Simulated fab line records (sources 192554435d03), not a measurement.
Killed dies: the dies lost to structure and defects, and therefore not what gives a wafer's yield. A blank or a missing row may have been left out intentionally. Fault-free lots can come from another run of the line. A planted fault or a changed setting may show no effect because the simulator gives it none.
A struck lot beside a sound one -- flow n5-finfet -- 16 steps out of a route of 1938
Sound: the wafers L765.1, L765.3, L765.6. Struck: wafers L778.3, L778.6. (L778.2 of the same lot was not struck and is left out.) The cause comes at the end.
Per side, at each step with rows, come the tool, then ch with its chambers, and then its first start. Under that, the readings that differ: sound wafers -- struck wafers -- difference of the means -- sigmas: that difference in standard deviations of wafers without a fault.
alike: readings whose means differ by less than 2 such deviations, and words and numbers that are the same on both sides. not compared: withheld readings, readings that some wafer has no value for, bounds like >300 that may hide the same value, and numbers for which the record gives no deviation and whose values overlap.
Wherever a step has rows on one side only, a row that says differs or no value, or a row with sigmas, the two part there. When numbers do not overlap yet have no deviation, they are printed without sigmas and do not part them. A reading that every wafer of one side lacks parts them only if that side has two wafers or more.

first, 7 steps without rows for these wafers: N5_SDB_COAT_04 (time 60 s, resist thk 18 nm); N5_SDB_COAT_05 (resist thk 90 nm); N5_SDB_EBR_07; N5_SDB_SOFTBAKE_06 (time 60 s); N5_SDB_EXPOSE_08 (exposes mask SDB); N5_SDB_PEB_09 (peb time 60 s); N5_SDB_DEVELOP_10 (develop time 30 s).
N5_SDB_CD_MEAS_11 targets a cd of 50 nm.
  sound on cd-sem-01 ch 0, day 4 01:08; struck on cd-sem-01 ch 0, day 7 03:48
  alike: cd-nm
N5_SDB_OVL_MEAS_12:
  sound on overlay-01 ch 0, day 4 01:10; struck on overlay-01 ch 0, day 7 03:50
  alike: SDB_OVL
N5_SDB_INSPECT_13: inspects for defects (brightfield).
  sound on defect-inspect-02, day 4 01:11; struck on defect-inspect-02, day 7 03:52
  alike: raw-defect-count
N5_SDB_DESCUM_16: chemistry O2, time 7.9 s.
  sound on rie-diel-01 ch 0,1,3, day 4 01:13; struck on rie-diel-06 ch 1,3, day 7 03:53
reading,sound,struck,difference,sigmas
oes-product-au (a.u.),0.79 0.96 0.92,0.72 0.71,-0.18,-2
  alike: drypump-motor-current-A, rf-vpp-V, showerhead-plenum-p-Torr, throttle-valve-pct
  not compared: rf-hours-counter-h
N5_SDB_ETCH_17: etches SiARC in CF4, target depth 23.4 nm, time 39 s.
  sound on rie-diel-01 ch 0,1,3, day 4 01:15; struck on rie-diel-06 ch 1,3, day 7 03:55
reading,sound,struck,difference,sigmas
oes-product-au (a.u.),0.68 0.81 0.78,0.62 0.61,-0.14,-2
throttle-valve-pct (%),15.8 15.2 15.1,16.1 16.0,+0.7,+2
  alike: cf4-flow-sccm, drypump-motor-current-A, etch-rf-on-time-s, rf-vpp-V, showerhead-plenum-p-Torr
  not compared: rf-hours-counter-h
N5_SDB_ETCH_18: etches SOC in N2/H2, target depth 100 nm, overetch 20 nm, time 150 s.
  sound on rie-diel-01 ch 0,1,3, day 4 01:17; struck on rie-diel-06 ch 1,3, day 7 03:58
reading,sound,struck,difference,sigmas
oes-product-au (a.u.),0.71 0.86 0.81,0.59 0.59,-0.20,-3
model.SiARC_of_SDB_COAT_04.thk-nm (nm),12.6 12.8 12.6,12.2 12,-0.6,
  alike: drypump-motor-current-A, rf-vpp-V, showerhead-plenum-p-Torr, throttle-valve-pct
  not compared: rf-hours-counter-h
then, 1 step without rows for these wafers: N5_SDB_STRIP_19 (strips in N2/H2).
-- the record jumps here: 4 days lie between the struck wafers' starts before and after (it left off in module SDB and takes up again in module BEOL_M4, whose first step shown is number 1111 of the route) --
N5_BEOL_M4_RC_MEAS_101:
  sound on prober-01 ch 0, day 8 03:25; struck on prober-02 ch 0, day 11 12:35
reading,sound,struck,difference,sigmas
SS_N (mV/dec),71.6 72.1 71.9,69.9 70.9,-1.5,-3
  alike: DIBL_N, DIBL_P, IOFF_N, IOFF_P, ION_N, ION_P, SS_P, VT_N, VT_P
-- record jumps: 5 days separate the struck wafers' starts on either side; left off in module BEOL_M4, taken up again in module PASSIVATION, whose first shown step is the route's number 1936 --
N5_PASSIVATION_PROBE_49:
  only the struck wafers here have rows in the record (prober-01, day 16 04:58); the sound ones have none

== WHERE THEY PART ==
Last at N5_PASSIVATION_PROBE_49 as far as this record goes, first at N5_SDB_DESCUM_16.

WHY: what had been put in by the simulator
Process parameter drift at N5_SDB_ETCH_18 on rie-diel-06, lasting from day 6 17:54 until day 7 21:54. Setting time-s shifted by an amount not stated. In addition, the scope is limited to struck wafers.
